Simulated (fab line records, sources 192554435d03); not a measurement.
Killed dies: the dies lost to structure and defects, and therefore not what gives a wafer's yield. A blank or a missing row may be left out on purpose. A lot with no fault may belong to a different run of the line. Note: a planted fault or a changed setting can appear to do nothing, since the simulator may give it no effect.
Which of the tools did it? | flow n5_finfet | 10 lots with 30 wafers sampled at 6 steps, on a route of 1938 steps

== WHAT EACH GAUGE READ, for each wafer ==
N5_BEOL_M2_OCD_MEAS_38. Usual: trench_depth_nm reads 55.6 nm (standard deviation 1).
lot  | measured     | on     | trench_depth_nm (nm) | flag
L790 | day 8 04:54  | ocd-02 | 56.1 53.4 56.6       |
L795 | day 9 12:46  | ocd-02 | 56.6 54.0 54.3       |
L799 | day 10 15:10 | ocd-02 | - - -                | OFF
L800 | day 10 15:22 | ocd-02 | - - -                | OFF
L802 | day 10 23:50 | ocd-01 | 54.8 55.4 55.3       |
L803 | day 11 18:57 | ocd-02 | 55.9 56.7 56.5       |
L804 | day 11 22:25 | ocd-01 | 56.5 55.6 54.1       |
L805 | day 12 01:50 | ocd-02 | 55.2 56.3 56.4       |
L806 | day 12 14:42 | ocd-02 | 56.6 56.6 56.2       |
L808 | day 12 23:22 | ocd-02 | 55.5 55.3 53.8       |

N5_BEOL_M4_RC_MEAS_101. Usual: DIBL_N 35.9 mV/V, standard deviation 1.8; DIBL_P 36.2 mV/V, standard deviation 2; IOFF_N 0.16 nA/um, standard deviation 0.031; IOFF_P 0.22 nA/um, standard deviation 0.041; ION_N 676 uA/um, standard deviation 11; ION_P 465 uA/um, standard deviation 8.5; SS_N 71.4 mV/dec, standard deviation 0.64; SS_P 73.2 mV/dec, standard deviation 0.7; VT_N 250 mV, standard deviation 3.5; VT_P -250 mV, standard deviation 3.9.
lot  | measured     | on        | DIBL_N (mV/V)  | DIBL_P (mV/V)  | IOFF_N (nA/um) | IOFF_P (nA/um) | ION_N (uA/um) | ION_P (uA/um) | SS_N (mV/dec)  | SS_P (mV/dec)  | VT_N (mV)   | VT_P (mV)      | flag
L790 | day 9 22:53  | prober-02 | 35.2 36.6 34.1 | 35.6 37.7 34.7 | 0.13 0.16 0.12 | 0.18 0.22 0.16 | 658 671 672   | 448 462 462   | 72.0 72.2 71.5 | 73.5 73.9 73.3 | 252 248 252 | -258 -254 -255 |
L795 | day 10 22:18 | prober-01 | 36.8 37.4 38.1 | 36.0 37.1 37.7 | 0.13 0.16 0.18 | 0.19 0.21 0.24 | 653 679 680   | 450 465 473   | 72.2 71.1 72.2 | 72.7 73.3 73.7 | 256 248 249 | -252 -253 -250 |
L802 | day 12 05:52 | prober-01 | 37.3 36.9 38.6 | 38.5 37.9 39.0 | 0.21 0.20 0.22 | 0.24 0.23 0.24 | 689 689 691   | 464 468 463   | 72.4 71.9 71.9 | 74.3 74.2 74.4 | 245 244 246 | -249 -251 -250 |
L803 | day 12 20:40 | prober-02 | 36.1 42.1 37.3 | 35.7 43.3 37.6 | 0.13 0.29 0.16 | 0.20 0.37 0.25 | 661 712 677   | 461 481 469   | 70.1 71.9 70.5 | 73.6 74.9 74.3 | 252 239 250 | -250 -239 -246 |
L804 | day 13 02:40 | prober-01 | 38.3 38.3 37.5 | 40.2 39.0 37.9 | 0.22 0.20 0.18 | 0.28 0.26 0.24 | 679 685 678   | 470 476 464   | 72.5 72.2 72.2 | 74.3 73.0 73.7 | 247 246 248 | -245 -246 -247 |
L805 | day 13 04:31 | prober-01 | 36.6 37.2 38.2 | 37.1 37.5 39.3 | 0.16 0.16 0.21 | 0.25 0.26 0.30 | 684 673 702   | 476 470 484   | 71.8 71.3 71.5 | 72.6 73.7 73.6 | 248 251 244 | -247 -247 -246 |
L806 | day 13 15:16 | prober-01 | 36.2 34.7 34.8 | 34.7 33.7 33.1 | 0.17 0.14 0.15 | 0.22 0.20 0.19 | 680 669 662   | 459 466 458   | 71.8 71.2 71.2 | 73.0 72.9 71.8 | 247 249 250 | -251 -251 -250 |
L808 | day 14 09:07 | prober-02 | 35.7 35.4 35.6 | 35.5 35.8 36.1 | 0.13 0.13 0.14 | 0.15 0.15 0.15 | 676 678 675   | 456 464 452   | 70.6 70.6 71.2 | 73.4 72.5 73.0 | 250 254 249 | -258 -259 -256 |

== WHICH TOOL RAN EACH LOT (tool, then ch and the chambers of the sampled wafers, then the start) ==
lot  | N5_BEOL_M1_SPUTTER_88        | N5_BEOL_M1_ANNEAL_95         | N5_BEOL_M1_SPUTTER_96        | N5_BEOL_M2_ILD_DEP_00
L790 | pvd_sputter-02, day 7 20:15  | pvd_sputter-02, day 7 20:59  | pvd_sputter-02, day 7 21:08  | pecvd-02 ch 0,1,2, day 7 22:14
L795 | pvd_sputter-01, day 9 02:39  | pvd_sputter-01, day 9 03:23  | pvd_sputter-01, day 9 03:32  | pecvd-01 ch 1,2, day 9 05:13
L799 | pvd_sputter-03, day 10 01:19 | pvd_sputter-03, day 10 02:03 | pvd_sputter-03, day 10 02:11 | pecvd-01 ch 0,1, day 10 06:23
L800 | pvd_sputter-03, day 10 06:53 | pvd_sputter-03, day 10 07:38 | pvd_sputter-03, day 10 07:46 | pecvd-01 ch 0,2, day 10 10:07
L802 | pvd_sputter-03, day 10 15:07 | pvd_sputter-03, day 10 15:51 | pvd_sputter-03, day 10 15:59 | pecvd-02 ch 0,2, day 10 20:23
L803 | pvd_sputter-03, day 11 05:50 | pvd_sputter-03, day 11 06:35 | pvd_sputter-03, day 11 06:43 | pecvd-02 ch 0,1, day 11 07:50
L804 | pvd_sputter-01, day 11 06:56 | pvd_sputter-01, day 11 07:40 | pvd_sputter-01, day 11 07:49 | pecvd-04 ch 1,2, day 11 08:57
L805 | pvd_sputter-03, day 11 12:12 | pvd_sputter-03, day 11 12:56 | pvd_sputter-03, day 11 13:05 | pecvd-02 ch 0,1, day 11 14:12
L806 | pvd_sputter-02, day 12 07:30 | pvd_sputter-02, day 12 08:14 | pvd_sputter-02, day 12 08:23 | pecvd-04 ch 0,2, day 12 09:29
L808 | pvd_sputter-03, day 12 13:20 | pvd_sputter-03, day 12 14:04 | pvd_sputter-03, day 12 14:13 | pecvd-01 ch 0,1,2, day 12 15:20
- N5_BEOL_M1_SPUTTER_88: material Cu, target thk 4.5 nm, time 8.29 s.
- N5_BEOL_M1_ANNEAL_95: time 240 s.
- N5_BEOL_M1_SPUTTER_96: material Cu, target thk 4.5 nm, time 8.29 s.
- N5_BEOL_M2_ILD_DEP_00: deposits SiOC from DEMS/O2, target thk 79 nm, time 15.3 s.

== WHAT THE TOOLS THEMSELVES READ (means of the sampled wafers that have a number; where no wafer has one, the mark that the record gives instead) ==
N5_BEOL_M1_SPUTTER_88. Usual: throttle_valve_pct reads 29.8 % (standard deviation 1.2).
lot  | tool           | throttle_valve_pct (%) | flag
L790 | pvd_sputter-02 | 30.7                   |
L795 | pvd_sputter-01 | 29.4                   |
L799 | pvd_sputter-03 | 30.3                   |
L800 | pvd_sputter-03 | 29.0                   |
L802 | pvd_sputter-03 | 29.3                   |
L803 | pvd_sputter-03 | 30.2                   |
L804 | pvd_sputter-01 | 30.0                   |
L805 | pvd_sputter-03 | 29.4                   |
L806 | pvd_sputter-02 | 29.7                   |
L808 | pvd_sputter-03 | 29.8                   |

N5_BEOL_M1_ANNEAL_95. Usual: heater_power_w reads 838 W (standard deviation 88).
lot  | tool           | heater_power_w (W) | flag
L790 | pvd_sputter-02 | 863                |
L795 | pvd_sputter-01 | 838                |
L799 | pvd_sputter-03 | 867                |
L800 | pvd_sputter-03 | 877                |
L802 | pvd_sputter-03 | 891                |
L803 | pvd_sputter-03 | 905                |
L804 | pvd_sputter-01 | 776                |
L805 | pvd_sputter-03 | 884                |
L806 | pvd_sputter-02 | 736                |
L808 | pvd_sputter-03 | 891                |

N5_BEOL_M1_SPUTTER_96. Usual: throttle_valve_pct reads 29.8 % (standard deviation 1.2).
lot  | tool           | throttle_valve_pct (%) | flag
L790 | pvd_sputter-02 | 30.9                   |
L795 | pvd_sputter-01 | 29.5                   |
L799 | pvd_sputter-03 | 30.3                   |
L800 | pvd_sputter-03 | 29.2                   |
L802 | pvd_sputter-03 | 29.3                   |
L803 | pvd_sputter-03 | 30.1                   |
L804 | pvd_sputter-01 | 29.9                   |
L805 | pvd_sputter-03 | 29.4                   |
L806 | pvd_sputter-02 | 29.7                   |
L808 | pvd_sputter-03 | 29.7                   |

N5_BEOL_M2_ILD_DEP_00. Usual: chamber_pressure_Torr 5.000 Torr, standard deviation 0.01; heater_power_outer_w 248 W, standard deviation 41; heater_power_w 463 W, standard deviation 55; showerhead_plenum_p_Torr 5.690 Torr, standard deviation 0.015; throttle_valve_pct 11.7 %, standard deviation 0.61.
lot  | tool     | chamber_pressure_Torr (Torr) | heater_power_outer_w (W) | heater_power_w (W) | showerhead_plenum_p_Torr (Torr) | throttle_valve_pct (%) | flag
L790 | pecvd-02 | 4.998                        | 253                      | 456                | 5.683                           | 12.0                   |
L795 | pecvd-01 | 4.998                        | 262                      | 516                | 5.680                           | 11.4                   |
L799 | pecvd-01 | -                            | -                        | -                  | -                               | -                      | OFF
L800 | pecvd-01 | -                            | -                        | -                  | -                               | -                      | OFF
L802 | pecvd-02 | 5.003                        | 254                      | 449                | 5.691                           | 12.1                   |
L803 | pecvd-02 | 4.995                        | 268                      | 468                | 5.700                           | 12.3                   |
L804 | pecvd-04 | 5.011                        | 217                      | 429                | 5.701                           | 12.0                   |
L805 | pecvd-02 | 5.000                        | 255                      | 447                | 5.696                           | 12.2                   |
L806 | pecvd-04 | 4.988                        | 286                      | 506                | 5.701                           | 11.2                   |
L808 | pecvd-01 | 5.010                        | 252                      | 495                | 5.680                           | 11.1                   |

== THE ANSWER, worked out from the rows above alone ==
Rule: a lot is off if the mean of its wafers that have a number lies more than 3 standard deviations from the usual mean. A lot without any number at a reading at which 4 lots or more have one is off too. Any other lot the step has rows for is counted as sound. The gauges are gone through in route order, then the tools' own readings, and for those a lot's mean is taken as printed above. The first step at which some lot is off is used, and at that step the reading that is off furthest; a lot without a number counts as furthest.
Off: L799, L800 (N5_BEOL_M2_OCD_MEAS_38, trench_depth_nm). Without a number there: L799, L800.
If a tool, at a process step before that reading, ran all the lots that are off and no sound lot after the first of them, it fits. The gauges at N5_BEOL_M2_OCD_MEAS_38 aren't tried: what is off there is off at N5_BEOL_M2_ILD_DEP_00 too, on other tools, and a gauge's error can't cause that. Of those tried, none fits.

== WHAT THE SIMULATOR HAD PUT IN ==
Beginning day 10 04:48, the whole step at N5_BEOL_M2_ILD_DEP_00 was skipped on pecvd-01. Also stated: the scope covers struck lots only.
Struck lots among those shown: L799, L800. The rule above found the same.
